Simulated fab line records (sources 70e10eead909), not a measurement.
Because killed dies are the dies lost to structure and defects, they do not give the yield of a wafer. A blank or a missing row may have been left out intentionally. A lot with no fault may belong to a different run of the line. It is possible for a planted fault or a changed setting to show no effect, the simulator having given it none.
fab line records	flow nand-harc
record lots=14	wafers=42	last-day=25
route steps=1159 shown P_M0@270 P_M1@303
lots that met no fault: taken from a fault-free run of the same line
start-h: the number of hours between the record's first day and the start of the first shown wafer of the lot	wait-h: hours from the lot's prior step to this one	" identical to the entry in the row above	L1.1+2: one row covering several wafers at once	- either no value or no given start	* or withheld: withheld	< > ~ a bound
route shown NAME@n: names a module that has steps shown in the file, with the first one's number in the route	usual: the fault-free wafers' mean and standard deviation	same: alike in all rows	chamber/n: place in a boat	sites: per-site readings	_std_site: their standard deviation	_edge_site: the outer-site mean with the inner-site mean subtracted	radius-mm: how far each site lies from the wafer's centre	mask NAME#n: copy n	behind: the last tool/chamber to shape the wafer	hold: reason for holding the lot/hours on hold/outcome of the hold	device: names the non-switching transistor (n, p or np)	end of line: tests run on the same wafers once the route is complete	a step given without rows: its recipe and nothing more	killed: at the first sort, the dies lost to defects and structure; wafer yield is something else	map: dies across one wafer; x = killed, . = not, _ = none there
set.NAME: the setting the step ran with; set.NAME@STEP: the setting that earlier step ran with	model.NAME: the simulator's own value behind a step, which no gauge read
route steps across a sampled set of lots; one table per step, one row per wafer
services: the hour from which a tool's chamber was out of use, counted from the record's first day as start-h (under 0 if before that day), plus the number of hours and why
## steps
# step NHARC_P_M0_STRIP_18
# recipe power-w=1000	n2-flow-sccm=150	h2-flow-sccm=150	ar-flow-sccm=0	bias-w=0	chemistry=N2/H2
# usual drypump-motor-current-A=5.7/0.49	oes-product-au=1.006/0.011	rf-vpp-V=90.5/0.98	showerhead-plenum-p-Torr=2.00/0.097	throttle-valve-pct=14.171/0.0077
lot.wafer	tool	chamber	start-h	wait-h	drypump-motor-current-A	oes-product-au	rf-hours-counter-h	rf-vpp-V	showerhead-plenum-p-Torr	throttle-valve-pct
L477.6	rie-diel-04	1	124.53	0.2	6.6	1.007	-	88.9	2.00	14.179
L477.4	"	3	"	"	5.2	0.990	-	91.2	2.20	14.177
L477.5	"	0	"	"	5.3	1.005	-	89.7	1.92	14.172
L479.1	rie-diel-08	0	145.06	0.1	6.3	0.998	1	91.2	2.02	14.175
L479.5	"	3	"	"	5.6	0.998	-	90.8	2.05	14.188
L479.6	"	0	"	"	6.3	1.003	-	92.0	2.02	14.167
L480.4	rie-diel-04	0	145.72	0.1	5.3	1.008	2	89.7	1.92	14.165
L480.2	"	1	"	"	6.6	1.006	2	90.3	2.00	14.165
L480.3	"	2	"	"	5.7	1.002	2	89.8	1.91	14.176
L481.3	rie-diel-08	1	149.99	0.1	5.9	1.013	1	90.3	1.90	14.173
L481.1	"	2	"	"	5.3	0.997	1	90.6	1.97	14.165
L481.4	"	3	"	"	5.7	0.997	1	91.1	2.05	14.172
L485.4	rie-diel-01	3	170.49	0.1	5.8	1.012	2	90.4	1.99	14.155
L485.1	"	0	"	"	6.0	1.016	1	90.2	1.91	14.182
L485.6	"	1	"	"	4.8	1.023	-	93.4	2.17	14.166
L490.4	rie-diel-01	3	197.39	0.1	5.8	1.017	4	92.2	1.99	14.160
L490.6	"	3	"	"	5.8	1.021	-	90.6	1.99	14.174
L490.5	"	0	"	"	6.0	1.004	-	91.7	1.91	14.163
L488.1	rie-diel-08	0	208.50	0.1	6.3	1.006	4	90.5	2.02	14.166
L488.4	"	2	"	"	5.4	1.014	4	91.7	1.97	14.163
L488.5	"	0	"	"	6.3	0.985	-	90.0	2.02	14.179
L493.3	rie-diel-04	2	216.94	0.1	5.7	0.992	5	90.5	1.90	14.177
L493.2	"	1	"	"	6.6	0.994	8	91.5	2.00	14.173
L493.6	"	2	"	"	5.7	1.002	-	90.1	1.90	14.173
L494.3	rie-diel-04	2	226.07	0.1	5.7	0.989	7	89.7	1.90	14.179
L494.1	"	3	"	"	5.2	0.990	10	91.7	2.19	14.171
L494.4	"	1	"	"	6.6	0.995	9	89.4	2.00	14.182
L495.3	rie-diel-04	0	230.88	0.1	5.3	1.001	10	90.3	1.91	14.167
L495.5	"	0	"	"	5.3	1.000	-	90.8	1.91	14.171
L495.6	"	1	"	"	6.6	1.009	-	90.4	2.00	14.168
L497.3	rie-diel-01	3	235.13	0.1	5.8	1.009	7	91.3	1.99	14.174
L497.5	"	2	"	"	6.0	1.022	-	90.5	1.94	14.176
L497.6	"	3	"	"	5.8	1.014	-	89.7	1.99	14.184
L496.2	rie-diel-04	2	235.46	0.1	5.7	1.002	7	89.5	1.90	14.174
L496.1	"	3	"	"	5.2	0.993	11	90.3	2.19	14.164
L496.6	"	2	"	"	5.7	1.002	-	89.6	1.90	14.169
L498.2	rie-diel-01	0	249.57	0.1	6.1	1.003	6	89.7	1.91	14.154
L498.4	"	1	"	"	4.8	1.002	7	92.2	2.17	14.167
L498.1	"	2	"	"	6.0	1.016	8	91.0	1.94	14.181
L499.1	rie-diel-08	0	263.07	0.1	6.3	1.000	8	91.5	2.02	14.169
L499.2	"	1	"	"	5.9	0.997	8	90.1	1.90	14.163
L499.4	"	3	"	"	5.7	0.999	7	90.2	2.05	14.184
# step NHARC_P_M0_ANNEAL_30
# recipe temp-c=225	time-s=90
# usual wafer_temp_C_max=225.95/0.25
lot.wafer	tool	chamber	start-h	wait-h	wafer_temp_C_max
L477.4	rtp-anneal-02	0	125.92	0.3	226.30
L477.5	"	0	"	"	225.81
L477.6	"	0	"	"	226.30
L479.1	rtp-anneal-01	0	146.36	-	226.11
L479.5	"	0	"	"	225.90
L479.6	"	0	"	"	226.35
L480.2	rtp-anneal-02	0	147.04	0.4	226.16
L480.3	"	0	"	"	225.99
L480.4	"	0	"	"	225.84
L481.1	rtp-anneal-02	0	151.54	0.6	225.69
L481.3	"	0	"	"	225.64
L481.4	"	0	"	"	225.82
L485.1	rtp-anneal-02	0	171.72	0.3	225.74
L485.4	"	0	"	"	225.77
L485.6	"	0	"	"	225.94
L490.4	rtp-anneal-01	0	198.83	0.4	226.25
L490.5	"	0	"	"	226.23
L490.6	"	0	"	"	225.90
L488.1	rtp-anneal-02	0	209.77	-	225.76
L488.4	"	0	"	"	225.84
L488.5	"	0	"	"	225.79
L493.2	rtp-anneal-01	0	218.27	-	225.58
L493.3	"	0	"	"	226.15
L493.6	"	0	"	"	225.98
L494.1	rtp-anneal-01	0	227.50	0.4	225.98
L494.3	"	0	"	"	225.83
L494.4	"	0	"	"	225.81
L495.3	rtp-anneal-01	0	232.47	0.3	225.85
L495.5	"	0	"	"	225.95
L495.6	"	0	"	"	225.87
L497.3	rtp-anneal-01	0	236.52	-	226.45
L497.5	"	0	"	"	226.32
L497.6	"	0	"	"	225.91
L496.1	rtp-anneal-01	0	236.81	-	225.78
L496.2	"	0	"	"	225.92
L496.6	"	0	"	"	225.95
L498.1	rtp-anneal-02	0	250.86	-	226.28
L498.2	"	0	"	"	225.99
L498.4	"	0	"	"	226.17
L499.1	rtp-anneal-02	0	264.39	0.4	226.15
L499.2	"	0	"	"	226.14
L499.4	"	0	"	"	226.27
# step NHARC_P_M1_ETCH_28
# recipe target-depth-a=300	over-etch-frac=0.3	time-s=72.99	ion-energy-ev=150	cf4-flow-sccm=50	n2-flow-sccm=100	ar-flow-sccm=150	rf-w=300	bias-w=100	chemistry=CF4/N2
# usual drypump-motor-current-A=5.6/0.45	oes-product-au=1.005/0.0098	rf-vpp-V=314.6/2.3	showerhead-plenum-p-Torr=2.65/0.12	throttle-valve-pct=19.794/0.009
lot.wafer	tool	chamber	start-h	wait-h	drypump-motor-current-A	oes-product-au	rf-hours-counter-h	rf-vpp-V	showerhead-plenum-p-Torr	throttle-valve-pct
L477.4	rie-diel-07	2	128.79	-	5.7	0.996	5	314.1	2.68	19.783
L477.5	"	0	"	"	5.7	1.005	-	313.3	2.67	19.805
L477.6	"	1	"	"	4.9	0.986	-	314.1	2.66	19.810
L479.1	rie-diel-10	2	149.39	-	5.3	1.015	4	316.2	2.79	19.811
L479.5	"	0	"	"	5.2	1.013	-	310.5	2.49	19.779
L479.6	"	1	"	"	5.5	1.012	-	312.3	2.54	19.789
L480.2	rie-diel-07	3	150.05	-	6.3	0.992	6	313.0	2.47	19.784
L480.3	"	0	"	"	5.7	1.028	6	313.6	2.67	19.788
L480.4	"	1	"	"	4.9	1.000	6	316.3	2.66	19.788
L481.1	rie-diel-10	2	154.61	-	5.3	1.021	4	318.1	2.79	19.790
L481.4	"	3	"	"	6.0	1.027	3	314.4	2.66	19.781
L481.3	"	1	"	"	5.5	1.010	4	313.9	2.54	19.804
L485.1	rie-diel-07	1	174.60	-	4.9	0.997	7	316.2	2.66	19.781
L485.4	"	0	"	"	5.6	0.827	7	315.4	2.67	19.795
L485.6	"	1	"	"	4.9	0.991	-	315.2	2.66	19.790
L490.4	rie-diel-12	0	201.71	-	6.5	1.001	13	316.7	2.82	19.809
L490.5	"	2	"	"	5.8	0.998	-	317.0	2.82	19.795
L490.6	"	3	"	"	4.9	0.995	-	311.1	2.51	19.779
L488.1	rie-diel-07	3	212.67	-	6.3	1.001	10	311.6	2.47	19.790
L488.4	"	0	"	"	5.7	0.828	9	315.9	2.67	19.787
L488.5	"	1	"	"	4.9	1.000	-	314.1	2.66	19.802
L493.3	rie-diel-10	0	221.24	-	5.2	0.990	1	312.5	2.49	19.811
L493.2	"	3	"	"	5.9	1.010	1	315.7	2.66	19.794
L493.6	"	0	"	"	5.2	0.995	-	310.5	2.49	19.799
L494.4	rie-diel-12	3	230.93	-	5.0	1.005	2	311.6	2.51	19.798
L494.3	"	0	"	"	6.5	1.020	1	316.4	2.82	19.783
L494.1	"	1	"	"	6.2	0.997	2	317.1	2.80	19.796
L495.3	rie-diel-12	0	235.96	-	6.5	1.008	2	318.3	2.82	19.797
L495.5	"	0	"	"	6.5	1.006	-	317.0	2.82	19.787
L495.6	"	1	"	"	6.2	0.998	-	315.9	2.80	19.785
L497.3	rie-diel-10	2	239.47	-	5.3	1.002	1	316.5	2.79	19.790
L497.6	"	0	"	"	5.2	1.009	-	311.7	2.49	19.786
L497.5	"	1	"	"	5.5	0.995	-	313.5	2.54	19.808
L496.2	rie-diel-10	2	240.02	-	5.3	1.003	1	315.7	2.79	19.788
L496.1	"	3	"	"	6.0	1.012	2	314.1	2.66	19.797
L496.6	"	3	"	"	6.0	1.014	-	313.5	2.66	19.795
L498.2	rie-diel-10	0	253.86	-	5.2	1.005	2	313.5	2.49	19.794
L498.1	"	1	"	"	5.5	0.997	1	312.4	2.54	19.788
L498.4	"	2	"	"	5.3	1.006	1	316.5	2.79	19.795
L499.4	rie-diel-10	3	267.32	-	6.0	1.016	2	314.9	2.66	19.800
L499.2	"	0	"	"	5.2	1.006	2	311.4	2.49	19.780
L499.1	"	2	"	"	5.3	1.012	2	317.3	2.79	19.793
# step NHARC_P_M1_PRE_CLEAN_32
# recipe time-s=12	temp-c=370	rf-power-w=300	gas=NH3
# usual heater-power-w=631/67
lot.wafer	tool	chamber	start-h	wait-h	heater-power-w
L477.5	pecvd-02	0	130.94	0.1	594
L477.6	"	1	"	"	612
L477.4	"	2	"	"	549
L479.1	pecvd-04	2	151.43	0.1	662
L479.5	"	2	"	"	652
L479.6	"	1	"	"	657
L480.3	pecvd-02	2	152.27	0.2	641
L480.2	"	1	"	"	578
L480.4	"	0	"	"	582
L481.1	pecvd-01	1	157.05	0.5	639
L481.3	"	2	"	"	688
L481.4	"	2	"	"	680
L485.1	pecvd-02	0	176.81	0.1	663
L485.4	"	0	"	"	660
L485.6	"	1	"	"	549
L490.6	pecvd-02	0	203.75	0.1	567
L490.5	"	1	"	"	610
L490.4	"	2	"	"	641
L488.1	pecvd-01	1	214.75	0.1	573
L488.4	"	0	"	"	793
L488.5	"	1	"	"	571
L493.3	pecvd-01	2	223.52	0.3	575
L493.2	"	0	"	"	760
L493.6	"	2	"	"	575
L494.1	pecvd-04	2	232.97	0.1	685
L494.3	"	2	"	"	715
L494.4	"	0	"	"	577
L495.3	pecvd-02	1	238.37	0.3	554
L495.5	"	1	"	"	567
L495.6	"	0	"	"	646
L497.3	pecvd-02	2	241.50	0.1	662
L497.6	"	0	"	"	663
L497.5	"	2	"	"	649
L496.1	pecvd-04	2	242.27	0.1	668
L496.2	"	1	"	"	560
L496.6	"	1	"	"	545
L498.1	pecvd-02	2	256.06	0.1	663
L498.2	"	0	"	"	639
L498.4	"	0	"	"	647
L499.1	pecvd-02	1	269.38	0.1	575
L499.2	"	0	"	"	574
L499.4	"	1	"	"	551
## services
tool	chamber	start-h	hours	kind
rie-diel-10	2	107.46	4.0	repair
rie-diel-04	2	107.54	18.3	repair
rie-diel-04	1	110.55	11.0	repair
rie-diel-04	-	111.90	9.0	pm
rie-diel-10	3	111.97	11.0	repair
rie-diel-07	0	122.63	2.6	repair
rie-diel-08	-	124.80	9.0	pm
rie-diel-12	-	131.49	1.0	repair
rie-diel-01	-	137.85	9.0	pm
pecvd-04	0	151.19	3.4	repair
pecvd-02	-	153.45	13.0	pm
rie-diel-12	3	154.76	3.9	repair
pecvd-04	-	155.90	1.0	repair
rie-diel-07	1	161.81	8.7	repair
rie-diel-04	2	162.60	14.7	repair
rie-diel-01	0	165.12	5.2	repair
rie-diel-10	-	176.50	9.0	pm
pecvd-02	0	183.67	6.2	repair
rie-diel-10	2	194.80	4.1	repair
pecvd-02	-	213.11	1.0	repair
rie-diel-08	3	214.09	8.2	repair
rie-diel-07	-	228.20	9.0	pm
rie-diel-04	-	254.37	0.4	repair
rie-diel-07	0	263.66	4.8	repair
## key
first-sign step=NHARC_P_M1_ETCH_28	reading=oes-product-au	direction=down	sigmas=18	usual=1.005	struck=0.827
effect none on later readings
met-at NHARC_P_M1_ETCH_28
struck-lots L485,L488
struck-wafers L485.4,L488.4
sort-left-out L485.4,L488.4
not-acting-at NHARC_P_M0_STRIP_18,NHARC_P_M0_ANNEAL_30,NHARC_P_M1_PRE_CLEAN_32
onset-between 150.05 174.60
fault kind=process-parameter-drift	tool=rie-diel-07	chamber=0	onset-h=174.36	steps=NHARC_P_M1_ETCH_28	channel=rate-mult	offset=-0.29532	shape=step	end-h=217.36
# sort-left-out: the simulated sort isn't trusted on such a fault, so these wafers' sort isn't shown, and their yield isn't known
